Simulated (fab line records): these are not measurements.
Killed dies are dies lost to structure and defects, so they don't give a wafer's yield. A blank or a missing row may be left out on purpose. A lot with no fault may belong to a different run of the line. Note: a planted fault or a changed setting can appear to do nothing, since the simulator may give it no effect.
Chamber matching | flow nand_harc | NHARC_A_CHANNEL_FILL_D2_ALD_25 on ald_hk-01: 4 sister chambers
The step deposits SiOx, target thk 60 nm, pulse time 10 s, ald cycles 600. 22 wafers are shown with their chamber, then 11 later ones without.

## WAFERS WITH THEIR CHAMBER
wafer  | chamber | heater_power_w (W) | precursor_pulse_height_rel
L075.1 | 2       | 525                | 1.002
L075.2 | 0       | 463                | 0.964
L075.4 | 1       | 518                | 1.029
L076.1 | 0       | 464                | 0.989
L076.2 | 3       | 339                | 0.984
L076.6 | 0       | 453                | 1.015
L078.3 | 2       | 532                | 1.010
L078.2 | 0       | 461                | 1.015
L078.6 | 2       | 536                | 1.044
L080.2 | 1       | 505                | 1.004
L080.3 | 0       | 457                | 0.992
L080.5 | 1       | 510                | 1.002
L082.2 | 0       | 453                | 1.008
L082.3 | 1       | 502                | 1.034
L082.4 | 2       | 530                | 0.990
L083.2 | 1       | 497                | 1.021
L083.5 | 2       | 534                | 1.032
L083.6 | 3       | 342                | 1.003
L086.1 | 0       | 466                | 1.003
L086.5 | 0       | 457                | 1.017
L086.6 | 3       | 349                | 0.972
L088.3 | 2       | 535                | 1.016

SIGNATURES (averages over the wafers above)
reading                    | chamber 0 | chamber 1 | chamber 2 | chamber 3 | scatter within a chamber
heater_power_w             | 459.25    | 506.40    | 532.00    | 343.33    | 5.6
precursor_pulse_height_rel | 1.00038   | 1.01800   | 1.01567   | 0.98633   | 0.0176
Rule: a wafer lies at a distance from a chamber equal to the root of the sum of squares, over the readings, of (its reading less the chamber's mean, divided by the reading's scatter). If the next closest chamber is less than 2 further off than the closest, the wafer can't be placed; otherwise it belongs to the closest. How the scatter is found: for the shown wafers, subtract from each reading the mean of its chamber, square and add these, divide the total by (wafers less chambers), then take the root.

## WAFERS WITHOUT THEIR CHAMBER
wafer  | heater_power_w (W) | precursor_pulse_height_rel
L088.5 | 516                | 1.028
L088.6 | 466                | 1.008
L091.1 | 526                | 1.012
L091.2 | 362                | 0.972
L091.3 | 513                | 0.993
L094.1 | 450                | 0.991
L094.2 | 340                | 0.990
L094.3 | 518                | 0.990
L097.3 | 524                | 0.993
L097.2 | 442                | 1.022
L097.5 | 510                | 1.009

## WHICH CHAMBER EACH ONE RAN IN
wafer  | from the rows above     | in truth
L088.5 | can't be placed: 1 or 2 | 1
L088.6 | 0                       | 0
L091.1 | 2                       | 2
L091.2 | 3                       | 3
L091.3 | can't be placed: 1 or 2 | 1
L094.1 | 0                       | 0
L094.2 | 3                       | 3
L094.3 | can't be placed: 1 or 2 | 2
L097.3 | can't be placed: 2 or 1 | 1
L097.2 | 0                       | 0
L097.5 | 1                       | 1
Correct placement for 7 of the 11. Can't be placed from these rows: 4 (the true chamber is among the candidates in 4). Number placed wrongly: 0.
